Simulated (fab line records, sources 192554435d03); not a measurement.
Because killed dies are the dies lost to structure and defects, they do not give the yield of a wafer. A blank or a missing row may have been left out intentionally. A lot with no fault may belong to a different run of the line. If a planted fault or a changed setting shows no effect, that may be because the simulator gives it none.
fab line records -- flow n5_finfet
record lots=6, wafers=18, last_day=18
route steps=1938 shown HKMG_FIN@444 BEOL_M4@1111 PASSIVATION@1936
lots untouched by any fault: they come from a run of this same line in which no faults occurred
start_h: hours from the record's first day to the start of the lot's first wafer shown -- wait_h: how many hours have passed since the lot's step before this one -- " unchanged from the row above -- L1.1+2: a single row standing in for several wafers -- - either no value or no given start -- * or withheld: withheld -- < > ~ a bound
route shown NAME@n: names a module that has steps shown in the file, with the first one's number in the route -- usual: average and standard deviation across the fault-free wafers -- same: alike in all rows -- chamber/n: place in a boat -- sites: each site's reading -- _std_site: how widely they spread, as a standard deviation -- _edge_site: the outer-site mean with the inner-site mean subtracted -- radius_mm: how far each site lies from the wafer's centre -- mask NAME#n: copy n -- behind: the tool/chamber that last shaped the wafer -- hold: why the lot went on hold/how many hours it stayed there/how the hold came to an end -- device: the n, p or np transistor that did not switch -- end of line: tests run on the same wafers once the route is complete -- step lacking rows: just its recipe -- killed: not the wafer's yield, but the dies lost to structure and defects at the first sort -- map: the dies of a wafer, with x for killed, . for not killed, _ for no die there
set.NAME: the setting the step ran with; set.NAME@STEP: the setting that earlier step ran with -- model.NAME: the simulator's own value behind a step, which no gauge read
lots at selected steps of the route; one table per step, one row per wafer
services: when a tool's chamber went out of use (start_h, in hours from the record's first day, below 0 if earlier), for how many hours, and the reason
## steps
# step N5_HKMG_FIN_ETCH_86
# recipe chemistry=N2/H2, target=SOC, target_depth_a=3932, stop_on=TiN, ion_energy_ev=100, bias_w=61, pressure_mtorr=30, source_w=850, n2_flow_sccm=200, h2_flow_sccm=200
# usual chamber_pressure_mTorr=30.001/0.027, drypump_motor_current_A=5.8/0.46, n2_flow_sccm=200.0/0.67, oes_product_au=0.76/0.088, rf_vpp_V=240.1/1.2, showerhead_plenum_p_Torr=2.50/0.079, throttle_valve_pct=17.79/0.29
lot.wafer,tool,chamber,start_h,wait_h,chamber_pressure_mTorr,drypump_motor_current_A,n2_flow_sccm,oes_product_au,rf_hours_counter_h,rf_vpp_V,showerhead_plenum_p_Torr,throttle_valve_pct
L700.1,rie_diel-06,2,78.25,-,30.052,5.5,200.8,0.74,160,239.2,2.46,18.11
L700.2,rie_diel-06,1,78.25,-,29.998,6.0,199.3,0.71,199,240.1,2.52,18.11
L700.4,rie_diel-06,0,78.25,-,30.020,6.6,199.6,0.71,218,239.4,2.49,17.98
L707.3,rie_diel-04,0,120.45,-,29.978,5.6,199.5,0.70,218,239.0,2.42,17.85
L707.4,rie_diel-04,2,120.45,-,29.971,5.8,199.6,0.74,161,242.5,2.66,18.02
L707.6,rie_diel-04,1,120.45,-,29.975,5.3,201.0,0.73,-,239.1,2.44,17.41
L709.1,rie_diel-06,2,129.92,-,30.032,5.5,201.0,0.72,180,240.0,2.45,18.12
L709.3,rie_diel-06,3,129.92,-,29.999,6.5,199.6,0.89,37,239.4,2.49,17.70
L709.5,rie_diel-06,1,129.92,-,30.014,6.0,200.1,0.69,-,241.0,2.51,18.13
L718.2,rie_diel-04,2,186.11,-,30.024,5.8,199.4,0.73,180,241.7,2.65,18.02
L718.5,rie_diel-04,0,186.11,-,29.977,5.6,200.2,0.68,-,238.7,2.41,17.89
L718.6,rie_diel-04,3,186.11,-,29.985,5.3,199.8,0.88,-,241.0,2.48,17.30
L722.2,rie_diel-04,1,211.70,-,29.967,5.2,199.4,0.70,199,239.7,2.42,17.46
L722.3,rie_diel-04,3,211.70,-,29.969,5.4,198.7,0.85,47,240.4,2.47,17.31
L722.6,rie_diel-04,1,211.70,-,30.022,5.2,199.9,0.71,-,238.8,2.42,17.47
L723.2,rie_diel-05,0,219.19,-,30.020,5.7,198.8,0.96,1,242.1,2.69,17.34
L723.3,rie_diel-05,1,219.19,-,29.960,6.1,200.3,0.83,60,240.4,2.50,17.66
L723.4,rie_diel-05,1,219.19,-,30.001,6.1,200.8,0.82,-,239.8,2.50,17.66
# step N5_HKMG_FIN_STRIP_89
# recipe chemistry=N2/H2, material=SOC, time_s=20, power_w=500, temp_c=40, pressure_mtorr=50, rf_frequency_hz=6e+07, bias_power_w=8, h2_frac=0.5, n2_flow_sccm=300, h2_flow_sccm=300
# step N5_HKMG_FIN_WET_ETCH_87
# recipe chemistry=SC1, target=TiN, mix=1:2:40, temp_c=50, time_s=154.2, target_depth_nm=4.7, dry=ipa_marangoni, rinse_time_s=30, rinse_temp_c=23
# step N5_HKMG_FIN_STRIP_88
# recipe chemistry=N2/H2, power_w=2500, temp_c=300, h2_frac=0.65, time_s=360, pressure_mtorr=withheld, n2_flow_sccm=1750, h2_flow_sccm=3250
# usual drypump_motor_current_A=5.75/0.23, heater_power_w=468/42, n2_flow_sccm=1750/5.3
lot.wafer,tool,chamber,start_h,wait_h,drypump_motor_current_A,heater_power_w,n2_flow_sccm,rf_hours_counter_h
L700.1,plasma_asher-02,1,78.50,0.0,5.63,515,1744,35
L700.2,plasma_asher-02,0,78.50,0.0,5.82,426,1748,35
L700.4,plasma_asher-02,1,78.50,0.0,5.62,497,1746,-
L707.3,plasma_asher-02,1,120.82,0.1,5.61,501,1750,-
L707.4,plasma_asher-02,0,120.82,0.1,5.80,442,1748,-
L707.6,plasma_asher-02,0,120.82,0.1,5.80,428,1747,-
L709.1,plasma_asher-01,1,130.17,0.0,5.46,436,1754,102
L709.3,plasma_asher-01,1,130.17,0.0,5.47,419,1755,-
L709.5,plasma_asher-01,1,130.17,0.0,5.46,417,1753,-
L718.2,plasma_asher-02,0,186.36,0.0,5.82,421,1745,58
L718.5,plasma_asher-02,1,186.36,0.0,5.66,497,1758,-
L718.6,plasma_asher-02,0,186.36,0.0,5.82,423,1750,-
L722.2,plasma_asher-01,0,211.95,0.0,6.21,511,1745,116
L722.3,plasma_asher-01,1,211.95,0.0,5.46,419,1746,-
L722.6,plasma_asher-01,0,211.95,0.0,6.22,522,1739,-
L723.2,plasma_asher-02,1,219.44,0.0,5.61,516,1756,64
L723.3,plasma_asher-02,0,219.44,0.0,5.80,425,1758,-
L723.4,plasma_asher-02,1,219.44,0.0,5.62,497,1752,-
# step N5_HKMG_FIN_NWFM_ALD_20
# recipe material=TiAlC, target_thk_a=20, temp_c=300, ald_precursor_family=TiCl4, ald_co_reactant=TEA, pulse_time_s=3, purge_time_s=2, co_reactant_purge_time_s=2, co_reactant_pulse_time_s=10, ald_cycles=7, pressure_torr=3
# step N5_HKMG_FIN_ALD_71
# recipe material=TiN, target_thk_a=10, temp_c=400, ald_precursor_family=TiCl4, ald_co_reactant=NH3, pulse_time_s=1, purge_time_s=3, co_reactant_purge_time_s=2, co_reactant_pulse_time_s=2, ald_cycles=47, pressure_torr=3
# step N5_HKMG_FIN_COAT_66
# recipe resist=SOC, temp_c=250, time_s=60, spin_rpm=1500, resist_thk_nm=300
# step N5_HKMG_FIN_ETCH_67
# recipe chemistry=N2/H2, target=SOC, target_depth_a=3889, stop_on=TiN, ion_energy_ev=100, bias_w=61, pressure_mtorr=30, source_w=850, n2_flow_sccm=200, h2_flow_sccm=200
# usual chamber_pressure_mTorr=29.999/0.025, drypump_motor_current_A=5.9/0.47, n2_flow_sccm=200.0/0.57, oes_product_au=0.75/0.082, rf_vpp_V=240.1/1.2, showerhead_plenum_p_Torr=2.49/0.067, throttle_valve_pct=17.89/0.26
lot.wafer,tool,chamber,start_h,wait_h,chamber_pressure_mTorr,drypump_motor_current_A,n2_flow_sccm,oes_product_au,rf_hours_counter_h,rf_vpp_V,showerhead_plenum_p_Torr,throttle_valve_pct
L700.1,rie_diel-06,2,79.33,-,29.988,5.4,199.3,0.73,161,240.1,2.46,18.09
L700.2,rie_diel-06,3,79.33,-,30.022,6.4,198.8,0.93,15,240.8,2.49,17.65
L700.4,rie_diel-06,0,79.33,-,29.985,6.6,199.1,0.71,218,240.0,2.49,17.98
L707.3,rie_diel-06,1,121.52,-,30.021,6.0,201.1,0.70,214,240.6,2.51,18.12
L707.4,rie_diel-06,1,121.52,-,30.024,6.0,200.1,0.70,-,239.7,2.51,18.13
L707.6,rie_diel-06,3,121.52,-,29.979,6.5,199.5,0.88,-,241.9,2.49,17.70
L709.1,rie_diel-05,0,130.99,-,30.011,5.8,200.7,0.69,224,238.1,2.38,17.82
L709.3,rie_diel-05,1,130.99,-,30.003,6.1,199.9,0.88,25,239.7,2.52,17.61
L709.5,rie_diel-05,2,130.99,-,29.998,5.1,201.0,0.72,-,241.9,2.65,17.69
L718.2,rie_diel-05,0,187.20,-,29.981,5.7,200.1,0.67,249,238.2,2.37,17.86
L718.5,rie_diel-05,0,187.20,-,30.000,5.8,200.0,0.67,-,239.5,2.37,17.86
L718.6,rie_diel-05,2,187.20,-,29.956,5.1,199.8,0.70,-,242.4,2.64,17.71
L722.2,rie_diel-06,1,212.91,-,29.945,6.0,200.8,0.68,251,238.5,2.50,18.19
L722.3,rie_diel-06,2,212.91,-,30.051,5.4,200.5,0.69,210,239.9,2.43,18.18
L722.6,rie_diel-06,1,212.91,-,30.012,6.0,200.1,0.67,-,239.3,2.50,18.19
L723.2,rie_diel-06,3,220.26,-,29.990,6.4,200.0,0.83,69,240.3,2.47,17.75
L723.3,rie_diel-06,2,220.26,-,30.016,5.5,200.2,0.69,215,240.1,2.43,18.19
L723.4,rie_diel-06,2,220.26,-,29.995,5.5,200.0,0.69,-,238.1,2.43,18.19
# step N5_HKMG_FIN_STRIP_90
# recipe chemistry=N2/H2, material=SOC, time_s=20, power_w=500, temp_c=40, pressure_mtorr=50, rf_frequency_hz=6e+07, bias_power_w=8, h2_frac=0.5, n2_flow_sccm=300, h2_flow_sccm=300
# step N5_HKMG_FIN_WET_ETCH_73
# recipe chemistry=SC1, mix=1:2:40, temp_c=50, time_s=42.3, target_depth_nm=1.3, dry=ipa_marangoni, rinse_time_s=30, rinse_temp_c=23
# step N5_HKMG_FIN_ETCHBACK_68
# recipe chemistry=Cl2/Ar, stop_on=HfO2, target_depth_a=5, pressure_mtorr=10, icp_w=600, bias_w=60, Cl2_flow_sccm=40, Ar_flow_sccm=60
# usual chamber_pressure_mTorr=9.999/0.0091, drypump_motor_current_A=5.48/0.21, mfc_ar_sccm=60.01/0.19, oes_product_au=0.76/0.1, throttle_valve_pct=20.89/0.18
lot.wafer,tool,chamber,start_h,wait_h,chamber_pressure_mTorr,drypump_motor_current_A,mfc_ar_sccm,oes_product_au,rf_hours_counter_h,throttle_valve_pct
L700.1,rie_metal-01,1,79.55,0.0,9.998,5.56,60.09,0.93,4,20.61
L700.2,rie_metal-01,0,79.55,0.0,10.011,5.86,59.94,0.78,35,20.77
L700.4,rie_metal-01,0,79.55,0.0,10.011,5.89,59.95,0.78,-,20.78
L707.3,rie_metal-02,0,121.78,0.1,10.009,5.47,60.11,0.59,-,20.99
L707.4,rie_metal-02,1,121.78,0.1,10.004,5.28,60.33,0.88,-,20.98
L707.6,rie_metal-02,1,121.78,0.1,10.010,5.28,60.42,0.88,-,20.99
L709.1,rie_metal-03,0,131.21,0.0,10.000,5.19,59.76,0.79,30,20.75
L709.3,rie_metal-03,0,131.21,0.0,9.994,5.25,60.07,0.80,-,20.75
L709.5,rie_metal-03,1,131.21,0.0,10.011,5.51,59.77,0.67,-,21.11
L718.2,rie_metal-01,1,187.49,0.0,10.001,5.59,60.02,0.87,13,20.62
L718.5,rie_metal-01,1,187.49,0.0,9.983,5.60,59.61,0.88,-,20.63
L718.6,rie_metal-01,0,187.49,0.0,10.006,5.87,60.34,0.75,-,20.80
L722.2,rie_metal-03,0,213.13,0.0,10.003,5.24,60.23,0.77,38,20.75
L722.3,rie_metal-03,0,213.13,0.0,9.989,5.27,59.82,0.78,-,20.75
L722.6,rie_metal-03,0,213.13,0.0,10.001,5.24,59.99,0.78,-,20.78
L723.2,rie_metal-03,0,220.48,0.0,10.008,5.20,59.71,0.77,39,20.75
L723.3,rie_metal-03,0,220.48,0.0,10.005,5.20,60.02,0.77,-,20.76
L723.4,rie_metal-03,1,220.48,0.0,9.993,5.49,59.97,0.66,-,21.15
# step N5_HKMG_FIN_STRIP_69
# recipe chemistry=N2/H2, power_w=2500, temp_c=300, h2_frac=0.65, time_s=360, pressure_mtorr=withheld, n2_flow_sccm=1750, h2_flow_sccm=3250
# usual drypump_motor_current_A=5.78/0.29, heater_power_w=471/46, n2_flow_sccm=1750/5.5
lot.wafer,tool,chamber,start_h,wait_h,drypump_motor_current_A,heater_power_w,n2_flow_sccm,rf_hours_counter_h
L700.1,plasma_asher-01,0,79.69,0.1,6.23,528,1748,92
L700.2,plasma_asher-01,1,79.69,0.1,5.48,425,1744,92
L700.4,plasma_asher-01,0,79.69,0.1,6.23,535,1745,-
L707.3,plasma_asher-01,1,122.00,0.2,5.45,427,1751,-
L707.4,plasma_asher-01,0,122.00,0.2,6.22,528,1747,-
L707.6,plasma_asher-01,1,122.00,0.2,5.47,423,1755,-
L709.1,plasma_asher-01,0,131.35,0.1,6.22,527,1753,102
L709.3,plasma_asher-01,1,131.35,0.1,5.44,439,1756,-
L709.5,plasma_asher-01,0,131.35,0.1,6.20,521,1741,-
L718.2,plasma_asher-02,0,187.63,0.1,5.81,425,1749,59
L718.5,plasma_asher-02,1,187.63,0.1,5.60,483,1744,-
L718.6,plasma_asher-02,0,187.63,0.1,5.83,430,1741,-
L722.2,plasma_asher-01,0,213.27,0.1,6.21,511,1742,116
L722.3,plasma_asher-01,0,213.27,0.1,6.20,535,1744,-
L722.6,plasma_asher-01,0,213.27,0.1,6.20,517,1756,-
L723.2,plasma_asher-02,1,220.62,0.1,5.63,504,1751,65
L723.3,plasma_asher-02,0,220.62,0.1,5.79,426,1750,-
L723.4,plasma_asher-02,1,220.62,0.1,5.64,492,1752,-
# step N5_HKMG_FIN_ALD_21
# recipe material=TiN, target_thk_a=15, temp_c=400, ald_precursor_family=TiCl4, ald_co_reactant=NH3, pulse_time_s=1, purge_time_s=3, co_reactant_purge_time_s=2, co_reactant_pulse_time_s=2, ald_cycles=68, pressure_torr=3
# usual heater_power_w=938/110, precursor_pulse_height_rel=1.000/0.022, susceptor_temp_C=400.01/0.23
# same ald_cycles=68
lot.wafer,tool,chamber,start_h,wait_h,heater_power_w,precursor_pulse_height_rel,susceptor_temp_C
L700.1,ald_metal-03,0,80.08,0.3,723,1.020,400.28
L700.2,ald_metal-03,2,80.08,0.3,930,0.997,399.68
L700.4,ald_metal-03,1,80.08,0.3,1039,0.986,400.04
L707.3,ald_metal-03,2,122.31,0.2,891,0.961,395.40
L707.4,ald_metal-03,1,122.31,0.2,1031,0.996,395.38
L707.6,ald_metal-03,3,122.31,0.2,972,1.028,395.50
L709.1,ald_metal-03,3,131.73,0.3,1008,1.046,395.79
L709.3,ald_metal-03,0,131.73,0.3,706,1.010,395.58
L709.5,ald_metal-03,1,131.73,0.3,998,1.045,395.57
L718.2,ald_metal-01,0,188.02,0.3,850,0.982,399.50
L718.5,ald_metal-01,2,188.02,0.3,1086,1.025,399.67
L718.6,ald_metal-01,1,188.02,0.3,857,1.045,399.87
L722.2,ald_metal-01,2,213.65,0.3,1086,1.006,399.81
L722.3,ald_metal-01,1,213.65,0.3,852,1.003,399.91
L722.6,ald_metal-01,2,213.65,0.3,1091,1.003,400.08
L723.2,ald_metal-03,1,221.00,0.3,1022,1.005,399.96
L723.3,ald_metal-03,0,221.00,0.3,713,1.010,400.17
L723.4,ald_metal-03,2,221.00,0.3,898,1.002,400.42
# step N5_HKMG_FIN_ALD_72
# recipe material=W, target_thk_a=20, temp_c=300, pressure_torr=7.5, ald_precursor_family=WF6, ald_co_reactant=B2H6, pulse_time_s=1, purge_time_s=2, co_reactant_purge_time_s=2, co_reactant_pulse_time_s=3, ald_cycles=7
# step N5_BEOL_M4_RC_MEAS_101
# usual DIBL_N=36.0/2.5, DIBL_P=36.7/3, IOFF_N=0.16/0.043, IOFF_P=0.21/0.049, ION_N=673/15, ION_P=461/9.8, SS_N=71.5/0.83, SS_P=73.4/0.83, VT_N=250/4, VT_P=-251/4
lot.wafer,tool,chamber,start_h,wait_h,DIBL_N[mV/V],DIBL_P[mV/V],IOFF_N[nA/um],IOFF_P[nA/um],ION_N[uA/um],ION_P[uA/um],SS_N[mV/dec],SS_P[mV/dec],VT_N[mV],VT_P[mV]
L700.1,prober-01,0,161.06,0.0,33.5,35.1,0.15,0.20,670,457,71.6,72.9,249,-252
L700.2,prober-01,0,161.06,0.0,30.2,30.2,0.10,0.14,653,455,70.8,71.9,257,-255
L700.4,prober-01,0,161.06,0.0,37.3,40.7,0.24,0.30,703,473,72.1,75.0,245,-243
L707.3,prober-02,0,212.98,0.3,38.1,41.8,0.25,0.28,696,470,74.1,74.6,245,-246
L707.4,prober-02,0,212.98,0.3,32.8,36.9,0.14,0.20,666,459,70.9,73.6,249,-249
L707.6,prober-02,0,212.98,0.3,32.6,35.3,0.13,0.17,658,446,71.2,72.8,252,-254
L709.1,prober-01,0,218.09,0.0,34.3,36.4,0.15,0.18,674,454,71.6,73.0,250,-254
L709.3,prober-01,0,218.09,0.0,32.8,33.3,0.11,0.14,651,447,70.3,73.1,253,-252
L709.5,prober-01,0,218.09,0.0,34.3,35.7,0.14,0.17,658,453,71.0,73.5,251,-254
L718.2,prober-02,0,296.29,0.2,33.6,34.7,0.13,0.16,654,443,71.1,72.4,255,-254
L718.5,prober-02,0,296.29,0.2,34.3,36.4,0.14,0.18,678,463,70.8,72.9,253,-253
L718.6,prober-02,0,296.29,0.2,31.0,31.9,0.10,0.12,648,441,69.8,72.7,257,-259
L722.2,prober-01,0,320.03,0.2,37.2,38.7,0.19,0.22,670,452,71.5,73.9,247,-249
L722.3,prober-01,0,320.03,0.2,37.1,39.0,0.17,0.23,663,457,71.8,73.9,249,-250
L722.6,prober-01,0,320.03,0.2,36.9,38.0,0.17,0.22,688,467,71.7,73.6,249,-250
L723.2,prober-01,0,325.48,0.2,35.5,36.3,0.13,0.16,666,456,71.7,72.6,255,-257
L723.3,prober-01,0,325.48,0.2,36.5,37.3,0.14,0.17,651,443,71.4,73.3,255,-254
L723.4,prober-01,0,325.48,0.2,30.5,30.2,0.08,0.10,635,435,69.7,71.2,258,-264
# step N5_PASSIVATION_PROBE_49
# usual defect_limited_yield=91.1/1.5, killed_at_M0_to_M3=37/11, killed_at_M4_up=13/5.6, killed_at_contacts=12/5.6, killed_at_front_end=39/11, killed_at_other=4/3.1, killed_dies=105/18, killed_on_rim=14/3.8, killed_open=69/13, killed_short=35/7.4, sort_bin_5_function=5.1/0.92, sort_bin_6_memory=3.4/0.76, sort_bin_8_speed=0.02/0.11, sort_n_pass=1075/18, sort_yield_pct=91.1/1.5
# same gross_dies=1180, killed_at_back_side=0, sort_bin_4_leakage[%]=0
lot.wafer,tool,chamber,start_h,wait_h,defect_limited_yield[%],killed_at_M0_to_M3,killed_at_M4_up,killed_at_contacts,killed_at_front_end,killed_at_other,killed_dies,killed_on_rim,killed_open,killed_short,sort_bin_5_function[%],sort_bin_6_memory[%],sort_bin_8_speed[%],sort_n_pass,sort_yield_pct[%]
L700.1,prober-01,-,264.43,0.0,90.8,33,13,20,41,1,108,14,69,38,4.8,4.1,0,1072,90.8
L700.2,prober-01,-,264.48,0.1,92.0,40,8,17,27,2,94,13,60,34,4.3,3.5,0,1086,92.0
L700.4,prober-01,-,264.58,0.2,91.6,44,13,21,20,1,99,17,76,23,4.6,3.6,0,1081,91.6
L707.3,prober-02,-,310.39,0.1,90.3,29,9,7,66,4,115,13,78,36,5.5,3.8,0,1065,90.3
L707.4,prober-02,-,310.44,0.2,90.2,30,17,14,55,0,116,12,79,34,5.0,4.1,0,1064,90.2
L707.6,prober-02,-,310.54,0.3,90.4,23,20,13,54,3,113,16,77,33,5.8,3.5,0,1067,90.4
# killed by level:class
L700.1 MOL_CONTACT_COAG:geometric_particle:open=15 BEOL_M3:geometric_particle:open=11 GATE_CUT:geometric_particle:short=8 FIN_SAQP:geometric_particle:short=7 ILD0:geometric_particle:short=6 FIN_SAQP:geometric_particle:open=5 MOL_CONTACT_COAG:geometric_particle:short=5 BEOL_M1:geometric_particle:open=5
L700.2 MOL_CONTACT_COAG:geometric_particle:open=15 GATE_CUT:geometric_particle:short=9 BEOL_M2:geometric_particle:open=8 BEOL_M0_SAQP:geometric_particle:open=7 BEOL_M0_SAQP:geometric_particle:short=7 BEOL_M3:geometric_particle:open=7 BEOL_M3:geometric_particle:short=5 FIN_SAQP:geometric_particle:short=4
L700.4 MOL_CONTACT_COAG:geometric_particle:open=17 BEOL_M3:geometric_particle:open=14 BEOL_M0_SAQP:geometric_particle:open=10 BEOL_M2:geometric_particle:open=6 GATE_CUT:geometric_particle:short=5 BEOL_M0_SAQP:geometric_particle:short=5 MOL_CONTACT_COAG:geometric_particle:short=4 BEOL_M3:geometric_particle:short=4
L707.3 STI_FIN_REVEAL:geometric_particle:open=18 FIN_SAQP:geometric_particle:short=13 FIN_SAQP:geometric_particle:open=12 BEOL_M3:geometric_particle:open=9 MOL_CONTACT_COAG:geometric_particle:open=7 BEOL_M0_SAQP:geometric_particle:short=6 STARTING-WAFER:geometric_particle:open=6 DUMMY_GATE:geometric_particle:open=5
L707.4 MOL_CONTACT_COAG:geometric_particle:open=14 STI_FIN_REVEAL:geometric_particle:open=10 BEOL_M3:geometric_particle:open=10 BEOL_M4:geometric_particle:open=10 FIN_SAQP:geometric_particle:open=7 FIN_SAQP:geometric_particle:short=7 BEOL_M0_SAQP:geometric_particle:short=6 GATE_CUT:geometric_particle:short=5
L707.6 BEOL_M4:geometric_particle:open=14 MOL_CONTACT_COAG:geometric_particle:open=10 FIN_SAQP:geometric_particle:open=9 STI_FIN_REVEAL:geometric_particle:open=8 FIN_SAQP:geometric_particle:short=7 ILD0:geometric_particle:open=6 ILD0:geometric_particle:short=6 BEOL_M3:geometric_particle:open=6
## services
tool,chamber,start_h,hours,kind
rie_diel-06,-,59.51,0.8,repair
rie_diel-05,2,59.86,3.2,repair
rie_diel-05,-,63.26,0.9,repair
ald_metal-03,-,71.36,8.7,pm
plasma_asher-01,-,75.48,0.7,repair
rie_diel-05,2,90.55,4.2,repair
rie_metal-01,-,100.53,2.8,pm
rie_diel-06,0,107.86,29.5,repair
rie_diel-05,2,112.56,7.4,repair
ald_metal-01,2,118.96,10.5,repair
rie_diel-04,2,130.36,10.1,repair
rie_metal-01,0,133.41,1.5,repair
rie_diel-05,3,134.08,65.0,repair
plasma_asher-01,-,149.21,9.0,repair
plasma_asher-02,-,150.35,2.0,repair
ald_metal-01,-,161.44,8.7,pm
rie_diel-05,1,183.09,9.7,repair
rie_diel-06,0,194.55,-,clean
rie_diel-06,0,194.55,-,consumable_replace:focus_ring
rie_diel-06,0,194.55,34.3,scheduled_down
ald_metal-03,-,195.59,0.6,repair
ald_metal-03,-,203.08,0.5,repair
rie_metal-02,1,209.25,8.3,repair
rie_diel-05,3,209.61,4.5,repair
## key
first_sign step=N5_HKMG_FIN_ALD_21, reading=susceptor_temp_C, direction=down, sigmas=20, usual=*, struck=*
effect none on later readings
met_at N5_HKMG_FIN_ALD_21
struck_wafers L707.3,L707.4,L707.6,L709.1,L709.3,L709.5
onset_between 80.08 122.31
fault kind=process_parameter_drift, tool=ald_metal-03, chamber=-, onset_h=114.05, steps=N5_HKMG_FIN_ALD_21, channel=temp_c, offset=*, shape=step, end_h=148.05, acts_in=*, stated=*
